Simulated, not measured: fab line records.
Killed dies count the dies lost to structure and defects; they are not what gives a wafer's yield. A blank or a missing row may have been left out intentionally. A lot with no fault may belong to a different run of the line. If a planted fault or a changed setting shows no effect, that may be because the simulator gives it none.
Matching of chambers    flow n5Finfet    N5_MOL_CONTACT_COAG_ALD_133 on aldSin-04: 4 sister chambers
The step deposits SiO2, target thk 5 nm, pulse time 1 s, co reactant pulse time 1 s. 4 wafers are shown with their chamber, then 8 later ones without.

## WAFERS PAIRED WITH THEIR CHAMBERS
wafer   chamber  heaterPowerW (W)
L083.4  0        73
L083.5  2        82
L083.6  3        66
L087.1  1        76

## WAFERS WHOSE CHAMBER IS MISSING
wafer   heaterPowerW (W)
L087.3  82
L087.6  76
L093.1  67
L093.2  79
L093.3  77
L093.4  75
L093.5  66
L093.6  83

## THE CHAMBER EACH PASSED THROUGH
wafer    from the rows above       in truth
L087.3   2                         2
L087.6   1                         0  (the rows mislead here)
L093.1   3                         3
L093.2   can't be placed: 1 or 2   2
L093.3   1                         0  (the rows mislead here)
L093.4   can't be placed: 1 or 0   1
L093.5   3                         3
L093.6   2                         2
4 of 8 placed correctly. Not placeable from these rows: 2 (in 2, the candidates include the true chamber). 2 placed wrongly.
How it was worked out, from the rows above alone: a wafer's distance from a chamber is the root of the sum, over the readings, of the square of ((its reading less the chamber's mean) divided by the reading's scatter). The wafer belongs to the nearest chamber; if the next one is less than 2 further off, it can't be placed. A chamber's mean is the mean of its shown wafers. The scatter: with one shown wafer a chamber, the root of the mean of the squares of how far each hidden wafer lies from its nearest shown one.
